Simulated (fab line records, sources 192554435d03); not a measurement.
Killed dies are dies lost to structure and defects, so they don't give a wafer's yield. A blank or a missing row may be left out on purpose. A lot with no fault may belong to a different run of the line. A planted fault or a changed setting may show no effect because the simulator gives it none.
fab line records ; flow n5_finfet
record: lots: 7; wafers: 39
route steps=1938 shown BEOL_M0_SAQP@633 BEOL_M3@981 BEOL_M7@1329 BEOL_M11@1579 PASSIVATION@1909
start_h: start of the lot's first displayed wafer, in hours after the record's first day ; wait_h: how many hours have passed since the lot's step before this one ; " the same as in the row above ; L1.1+2: a row that stands for several wafers ; - either no value or no given start ; * or withheld: withheld ; < > ~ a bound
route shown NAME@n: NAME is a module with steps in the file, n the number in the route of the first one ; usual: average and standard deviation across the fault-free wafers ; same: alike in all rows ; chamber/n: place in a boat ; sites: readings site by site ; _std_site: the standard deviation of these ; _edge_site: the outer-site mean with the inner-site mean subtracted ; radius_mm: how far each site lies from the wafer's centre ; mask NAME#n: copy n ; behind: tool/chamber where the wafer was last shaped ; hold: the reason the lot was held/the length of the hold in hours/how it ended ; device: names the non-switching transistor (n, p or np) ; end of line: the tests these same wafers got at the end of their route ; a step with no rows: only its recipe ; killed: count of dies lost to structure and defects at first sort (not the wafer's yield) ; map: shows each die of a wafer: x if killed, . if not, _ if none is there
set.NAME: the setting that was run; set.NAME@STEP: the one run at that earlier step ; model.NAME: the simulator's own value behind a step, which no gauge read
lots whose settings were changed on purpose; a table a step, a row a wafer
== steps ==
step: N5_BEOL_M0_SAQP_ILD_DEP_01
recipe: material: SiOC; target_thk_a: 454.19; temp_c: 350; precursor: DEMS/O2; pressure_torr: 5; rf_w: 500; time_s: 8.7
lot.wafer;tool;chamber;start_h;wait_h;set.target_thk_a;model.SiOC_of_BEOL_M0_SAQP_ILD_DEP_01.thk_nm
L075.1;pecvd-03;2;109.39;0.0;454.19;44.8
L075.2;pecvd-03;1;109.39;0.0;678.4;68
L075.3;pecvd-03;0;109.39;0.0;678.4;67.2
L075.4;pecvd-03;1;109.39;0.0;454.19;46
L075.5;pecvd-03;2;109.39;0.0;678.4;67.6
L075.6;pecvd-03;0;109.39;0.0;454.19;45.6
L078.1+3;pecvd-02;1,2;125.47;0.0;639.1;63.4
L078.2;pecvd-02;0;125.47;0.0;639.1;63.6
L078.4;pecvd-02;2;125.47;0.0;454.19;45.6
L078.5;pecvd-02;0;125.47;0.0;454.19;46.4
L078.6;pecvd-02;1;125.47;0.0;454.19;45.2
L081.1;pecvd-02;2;151.68;0.0;454.19;44.8
L081.2;pecvd-02;0;151.68;0.0;454.19;46
L081.3;pecvd-02;1;151.68;0.0;335;32
L081.4;pecvd-02;0;151.68;0.0;335;34.6
L081.5;pecvd-02;1;151.68;0.0;454.19;45.8
L081.6;pecvd-02;2;151.68;0.0;335;34
L083.3;pecvd-03;0;167.88;0.0;454.19;45.4
L083.5;pecvd-03;2;167.88;0.0;454.19;44.8
L083.6;pecvd-03;0;167.88;0.0;454.19;45.6
L084.1;pecvd-04;2;176.95;0.0;189;17.8
L084.2;pecvd-04;0;176.95;0.0;189;18.8
L084.3;pecvd-04;1;176.95;0.0;189;19.2
L084.4;pecvd-04;2;176.95;0.0;454.19;45.2
L084.5;pecvd-04;0;176.95;0.0;454.19;45.6
L084.6;pecvd-04;1;176.95;0.0;454.19;46.4
L093.1;pecvd-03;1;229.93;0.0;647.2;64.8
L093.2;pecvd-03;0;229.93;0.0;454.19;45
L093.3;pecvd-03;2;229.93;0.0;647.2;63.8
L093.4;pecvd-03;2;229.93;0.0;454.19;44.8
L093.5;pecvd-03;1;229.93;0.0;454.19;46.4
L093.6;pecvd-03;0;229.93;0.0;647.2;65.8
L096.1+5;pecvd-04;2;238.88;0.0;362.7;34.8
L096.2;pecvd-04;0;238.88;0.0;454.19;45
L096.3;pecvd-04;1;238.88;0.0;362.7;36.6
L096.4;pecvd-04;1;238.88;0.0;454.19;45.6
L096.6;pecvd-04;0;238.88;0.0;454.19;45.2
step: N5_BEOL_M3_ETCH_41
recipe: chemistry: CH3F/O2; target: SiCN; target_depth_a: 299; taper_deg: 2; time_s: 52.5; ion_energy_ev: 120; mask_material: TiN; pressure_mtorr: 30; source_w: 395; bias_w: 75; Ar_flow_sccm: 150; CH3F_flow_sccm: 30; O2_flow_sccm: 20
lot.wafer;tool;chamber;start_h;wait_h;set.target_depth_a;model.etch.depth_nm
L075.1;rie_diel-02;2;-;-;299;19.34
L075.2;rie_diel-02;3;-;-;299;20.2
L075.3;rie_diel-02;1;-;-;299;19.59
L075.4;rie_diel-02;1;-;-;299;19.58
L075.5;rie_diel-02;3;-;-;299;20.26
L075.6;rie_diel-02;2;-;-;299;19.28
L078.1;rie_diel-02;0;-;-;244.7;16.51
L078.2;rie_diel-02;2;-;-;244.7;15.9
L078.3;rie_diel-02;3;-;-;299;20.04
L078.4;rie_diel-02;1;-;-;299;19.36
L078.5;rie_diel-02;0;-;-;299;20.2
L078.6;rie_diel-02;3;-;-;244.7;16.46
L081.1;rie_diel-01;3;-;-;299;20.5
L081.2;rie_diel-01;0;-;-;299;19.92
L081.3;rie_diel-01;2;-;-;299;19.59
L081.4;rie_diel-01;0;-;-;299;20.08
L081.5;rie_diel-01;3;-;-;299;20.51
L081.6;rie_diel-01;2;-;-;299;19.85
L083.3;rie_diel-03;2;-;-;299;20.75
L083.5;rie_diel-03;0;-;-;299;19.56
L083.6;rie_diel-03;3;-;-;299;18.98
L084.1;rie_diel-01;0;-;-;380.8;24.95
L084.2;rie_diel-01;1;-;-;299;19.66
L084.3;rie_diel-01;3;-;-;299;20.19
L084.4;rie_diel-01;2;-;-;299;19.25
L084.5;rie_diel-01;0;-;-;380.8;24.8
L084.6;rie_diel-01;3;-;-;380.8;25.73
L093.1;rie_diel-02;2;-;-;128.4;8.222
L093.2;rie_diel-02;3;-;-;299;20.28
L093.3;rie_diel-02;0;-;-;299;20.08
L093.4;rie_diel-02;1;-;-;128.4;8.323
L093.5;rie_diel-02;0;-;-;299;20.09
L093.6;rie_diel-02;1;-;-;128.4;8.276
L096.1;rie_diel-01;0;-;-;299;19.65
L096.2;rie_diel-01;3;-;-;299;20.21
L096.3;rie_diel-01;2;-;-;299;19.53
L096.4;rie_diel-01;1;-;-;299;19.89
L096.5;rie_diel-01;0;-;-;299;19.61
L096.6;rie_diel-01;3;-;-;299;20.15
step: N5_BEOL_M7_DEP_56
recipe: material: SiCN; target_thk_a: 100; temp_c: withheld; precursor: 3MS/NH3; pressure_torr: 3; rf_w: 202; time_s: 17.5
lot.wafer;tool;chamber;start_h;wait_h;set.target_thk_a;model.SiCN_of_BEOL_M7_DEP_56.thk_nm
L075.1;pecvd-02;1;219.04;0.0;100;10
L075.2+4;pecvd-02;0,1;219.04;0.0;68.65;7
L075.3+5;pecvd-02;0,1;219.04;0.0;100;10.2
L075.6;pecvd-02;0;219.04;0.0;68.65;7.2
L078.1+2+4;pecvd-02;0,2,1;234.97;0.0;53.5;5.4
L078.3;pecvd-02;1;234.97;0.0;100;9.8
L078.5;pecvd-02;2;234.97;0.0;100;10.4
L078.6;pecvd-02;0;234.97;0.0;100;10.2
L081.1+4+6;pecvd-02;0,0,1;254.60;0.0;100;10
L081.2;pecvd-02;1;254.60;0.0;100;9.8
L081.3;pecvd-02;2;254.60;0.0;100;10.2
L081.5;pecvd-02;2;254.60;0.0;100;10.4
L083.3+5+6;pecvd-04;2,1,2;265.16;0.0;100;9.8
L084.1+3;pecvd-04;0,2;274.96;0.0;100;9.8
L084.2+5+6;pecvd-04;1,2,1;274.96;0.0;100;10
L084.4;pecvd-04;0;274.96;0.0;100;10.2
L093.1+2;pecvd-04;2,1;326.24;0.0;156.7;15.4
L093.3;pecvd-04;0;326.24;0.0;100;9.6
L093.4;pecvd-04;1;326.24;0.0;100;10
L093.5;pecvd-04;2;326.24;0.0;156.7;15.6
L093.6;pecvd-04;0;326.24;0.0;100;9.8
L096.1+4;pecvd-02;1;326.59;0.0;116.2;11.6
L096.2;pecvd-02;2;326.59;0.0;116.2;11.8
L096.3;pecvd-02;0;326.59;0.0;100;10
L096.5;pecvd-02;0;326.59;0.0;100;10.2
L096.6;pecvd-02;2;326.59;0.0;100;10.4
step: N5_BEOL_M11_ETCH_41
recipe: chemistry: CH3F/O2; target: SiCN; target_depth_a: 426; taper_deg: 2; time_s: 86; ion_energy_ev: 120; mask_material: TiN; pressure_mtorr: 30; source_w: 395; bias_w: 75; Ar_flow_sccm: 150; CH3F_flow_sccm: 30; O2_flow_sccm: 20
lot.wafer;tool;chamber;start_h;wait_h;set.time_s;model.etch.depth_nm
L075.1;rie_diel-01;1;-;-;86;32.39
L075.2;rie_diel-01;2;-;-;86;31.87
L075.3;rie_diel-01;0;-;-;86;32.32
L075.4;rie_diel-01;3;-;-;86;33.41
L075.5;rie_diel-01;3;-;-;86;33.15
L075.6;rie_diel-01;0;-;-;86;32.09
L078.1;rie_diel-01;1;-;-;130.2;49.42
L078.2;rie_diel-01;2;-;-;86;31.97
L078.3;rie_diel-01;0;-;-;130.2;48.48
L078.4;rie_diel-01;3;-;-;130.2;49.33
L078.5;rie_diel-01;3;-;-;86;32.72
L078.6;rie_diel-01;2;-;-;86;31.95
L081.1;rie_diel-03;2;-;-;101;38.77
L081.2;rie_diel-03;0;-;-;86;32.07
L081.3;rie_diel-03;1;-;-;86;33.28
L081.4;rie_diel-03;3;-;-;101;36.15
L081.5;rie_diel-03;3;-;-;101;36.24
L081.6;rie_diel-03;0;-;-;86;31.84
L083.3;rie_diel-03;3;-;-;86;30.98
L083.5;rie_diel-03;2;-;-;86;33.44
L083.6;rie_diel-03;3;-;-;86;31.28
L084.1;rie_diel-02;3;-;-;86;32.39
L084.2;rie_diel-02;1;-;-;86;31.32
L084.3;rie_diel-02;0;-;-;86;32.44
L084.4;rie_diel-02;0;-;-;86;32.66
L084.5;rie_diel-02;3;-;-;86;32.83
L084.6;rie_diel-02;1;-;-;86;31.21
L093.1;rie_diel-01;0;-;-;86;32.34
L093.2;rie_diel-01;2;-;-;86;31.76
L093.3;rie_diel-01;1;-;-;116.1;44.46
L093.4;rie_diel-01;0;-;-;86;32.35
L093.5;rie_diel-01;2;-;-;116.1;42.72
L093.6;rie_diel-01;1;-;-;116.1;43.92
L096.1;rie_diel-03;3;-;-;105.3;38.19
L096.2;rie_diel-03;1;-;-;86;32.9
L096.3;rie_diel-03;2;-;-;86;33.27
L096.4;rie_diel-03;0;-;-;86;31.94
L096.5;rie_diel-03;3;-;-;105.3;37.75
L096.6;rie_diel-03;2;-;-;105.3;40.71
step: N5_PASSIVATION_AL_ETCH_33
recipe: chemistry: Cl2/BCl3; target_depth_a: 28000; over_etch_frac: 0.15; Cl2_flow_sccm: 180; bcl3_flow_sccm: 60; target: Al; stop_on: TaN; time_s: 466.7; ion_energy_ev: 100; pressure_mtorr: 10; icp_w: 900; bias_w: 100
lot.wafer;tool;chamber;start_h;wait_h;set.time_s
L075.1+2+5;rie_metal-03;0,1,0;289.40;0.1;316.5
L075.3+4+6;rie_metal-03;1,0,1;289.40;0.1;466.7
L078.1+2+6;rie_metal-02;0,1,1;299.95;0.1;466.7
L078.3+4+5;rie_metal-02;1,0,0;299.95;0.1;716.2
L081.1+2+3;rie_metal-03;1,0,0;319.97;0.1;238.2
L081.4+5+6;rie_metal-03;1,1,0;319.97;0.1;466.7
L083.3+5+6;rie_metal-02;0,0,1;335.51;0.2;466.7
L084.1+2+3+4+5+6;rie_metal-02;1,0,1,0,1,0;350.12;0.1;466.7
L096.1+3+5;rie_metal-03;1,0,1;401.13;0.1;466.7
L096.2+4+6;rie_metal-03;0,1,0;401.13;0.1;225.8
L093.1+3+6;rie_metal-02;0,0,1;402.52;0.1;337.1
L093.2+4+5;rie_metal-02;1,1,0;402.52;0.1;466.7
step: N5_PASSIVATION_ETCH_59
recipe: chemistry: Cl2/BCl3; target: TaN; target_depth_a: 650; time_s: 34.9; ion_energy_ev: 100; pressure_mtorr: 10; icp_w: 900; bias_w: 100; Cl2_flow_sccm: 60; bcl3_flow_sccm: 30
usual: oes_product_au: 0.75/0.061
lot.wafer;tool;chamber;start_h;wait_h;set.time_s@PASSIVATION_AL_ETCH_33;oes_product_au
L075.1;rie_metal-03;0;289.80;0.3;316.5;0.22
L075.2;rie_metal-03;1;289.80;0.3;316.5;0.19
L075.3;rie_metal-03;1;289.80;0.3;466.7;0.69
L075.4;rie_metal-03;0;289.80;0.3;466.7;0.77
L075.5;rie_metal-03;0;289.80;0.3;316.5;0.21
L075.6;rie_metal-03;1;289.80;0.3;466.7;0.69
L078.1;rie_metal-02;0;300.36;0.3;466.7;0.82
L078.2;rie_metal-02;1;300.36;0.3;466.7;0.75
L078.3;rie_metal-02;1;300.36;0.3;716.2;0.75
L078.4;rie_metal-02;0;300.36;0.3;716.2;0.82
L078.5;rie_metal-02;0;300.36;0.3;716.2;0.82
L078.6;rie_metal-02;1;300.36;0.3;466.7;0.75
L081.1;rie_metal-03;1;320.37;0.3;238.2;0.19
L081.2;rie_metal-03;0;320.37;0.3;238.2;0.21
L081.3;rie_metal-03;0;320.37;0.3;238.2;0.21
L081.4;rie_metal-03;1;320.37;0.3;466.7;0.68
L081.5;rie_metal-03;1;320.37;0.3;466.7;0.69
L081.6;rie_metal-03;0;320.37;0.3;466.7;0.77
L083.3;rie_metal-02;0;335.81;0.2;466.7;0.80
L083.5;rie_metal-02;0;335.81;0.2;466.7;0.82
L083.6;rie_metal-02;1;335.81;0.2;466.7;0.75
L084.1;rie_metal-02;1;350.52;0.3;466.7;0.73
L084.2;rie_metal-02;0;350.52;0.3;466.7;0.80
L084.3;rie_metal-02;1;350.52;0.3;466.7;0.74
L084.4;rie_metal-02;0;350.52;0.3;466.7;0.81
L084.5;rie_metal-02;1;350.52;0.3;466.7;0.74
L084.6;rie_metal-02;0;350.52;0.3;466.7;0.79
L096.1;rie_metal-03;1;401.53;0.3;466.7;0.67
L096.2;rie_metal-03;0;401.53;0.3;225.8;0.21
L096.3;rie_metal-03;0;401.53;0.3;466.7;0.74
L096.4;rie_metal-03;1;401.53;0.3;225.8;0.19
L096.5;rie_metal-03;1;401.53;0.3;466.7;0.67
L096.6;rie_metal-03;0;401.53;0.3;225.8;0.21
L093.1;rie_metal-02;0;402.92;0.3;337.1;0.22
L093.2;rie_metal-02;1;402.92;0.3;466.7;0.72
L093.3;rie_metal-02;0;402.92;0.3;337.1;0.22
L093.4;rie_metal-02;1;402.92;0.3;466.7;0.72
L093.5;rie_metal-02;0;402.92;0.3;466.7;0.77
L093.6;rie_metal-02;1;402.92;0.3;337.1;0.20
== key ==
split: step: N5_BEOL_M0_SAQP_ILD_DEP_01; setting: target_thk_a; stated: 454.19; by: wafer
response: step: N5_BEOL_M0_SAQP_ILD_DEP_01; reading: model.SiOC_of_BEOL_M0_SAQP_ILD_DEP_01.thk_nm; change: +0.455; per: 1%; r: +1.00
split: step: N5_BEOL_M3_ETCH_41; setting: target_depth_a; stated: 299; by: wafer
response: step: N5_BEOL_M3_ETCH_41; reading: model.etch.depth_nm; change: +0.206; per: 1%; r: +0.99
split: step: N5_BEOL_M7_DEP_56; setting: target_thk_a; stated: 100; by: wafer
response: step: N5_BEOL_M7_DEP_56; reading: model.SiCN_of_BEOL_M7_DEP_56.thk_nm; change: +0.0999; per: 1%; r: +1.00
split: step: N5_BEOL_M11_ETCH_41; setting: time_s; stated: 86; by: wafer
response: step: N5_BEOL_M11_ETCH_41; reading: model.etch.depth_nm; change: +0.319; per: 1%; r: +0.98
split: step: N5_PASSIVATION_AL_ETCH_33; setting: time_s; stated: 466.7; by: wafer
response: step: N5_PASSIVATION_ETCH_59; reading: oes_product_au; shape: bent; at_lowest: 0.20; at_stated: 0.75; at_highest: 0.80
